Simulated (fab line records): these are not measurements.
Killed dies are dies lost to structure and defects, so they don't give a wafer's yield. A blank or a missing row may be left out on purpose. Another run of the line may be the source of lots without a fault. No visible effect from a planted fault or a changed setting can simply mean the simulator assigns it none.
Chamber matching    flow nand_harc    NHARC_P_BONDPAD_ETCH_37 on rie_diel-04 has 4 sister chambers
The step etches the open film in N2/H2, target depth 60 nm, overetch 18 nm, time 65.91 s. 14 wafers are shown with their chamber, then 7 later ones without.

EACH WAFER AND ITS CHAMBER
wafer   chamber  drypump_motor_current_A (A)  rf_vpp_V (V)  rf_fwd_power_W (W)
L106.1  2        4.9                          433.1         397.0
L106.3  1        5.2                          428.4         396.9
L106.6  3        5.3                          433.1         398.0
L107.1  2        4.9                          432.7         395.5
L107.2  3        5.3                          430.9         397.3
L107.6  2        4.9                          432.2         398.4
L108.2  3        5.3                          431.3         394.9
L108.4  0        6.0                          432.8         394.4
L108.5  1        5.3                          430.1         396.7
L109.1  0        6.0                          431.1         394.8
L109.5  3        5.3                          433.6         397.6
L109.6  2        4.8                          432.6         392.2
L115.2  0        6.0                          431.0         394.3
L115.3  2        4.8                          432.9         394.4

SIGNATURES, as means of the wafers listed above
reading                  chamber 0  chamber 1  chamber 2  chamber 3  scatter within a chamber
drypump_motor_current_A  6.000      5.250      4.860      5.300      0.0412
rf_vpp_V                 431.633    429.250    432.700    432.225    0.96
rf_fwd_power_W           394.500    396.800    395.500    396.950    1.7
Rule: for each reading, subtract the chamber's mean from the wafer's reading, divide by that reading's scatter and square the result; add these up over the readings and take the root, which gives the wafer's distance from the chamber. The wafer belongs to the nearest chamber; if the next one is less than 2 further off, it can't be placed. The scatter is the square root of a quotient: the sum, over the shown wafers, of each reading's squared deviation from its chamber's mean, divided by wafers minus chambers.

WAFERS MISSING THEIR CHAMBER
wafer   drypump_motor_current_A (A)  rf_vpp_V (V)  rf_fwd_power_W (W)
L115.5  4.8                          432.6         394.9
L118.1  5.3                          433.7         394.4
L118.5  5.3                          431.4         396.4
L117.1  5.2                          429.1         395.3
L117.2  4.9                          433.2         395.3
L120.2  4.9                          434.0         393.1
L120.5  5.3                          433.2         394.2

CHAMBER TAKEN BY EACH
wafer   from the rows above      in truth
L115.5  2                        2
L118.1  3                        3
L118.5  can't be placed: 3 or 1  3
L117.1  1                        1
L117.2  2                        2
L120.2  2                        2
L120.5  3                        3
Correct placement for 6 of the 7. Unplaceable from these rows: 1, with the true chamber sitting among the candidates in 1. Wrongly placed: 0.
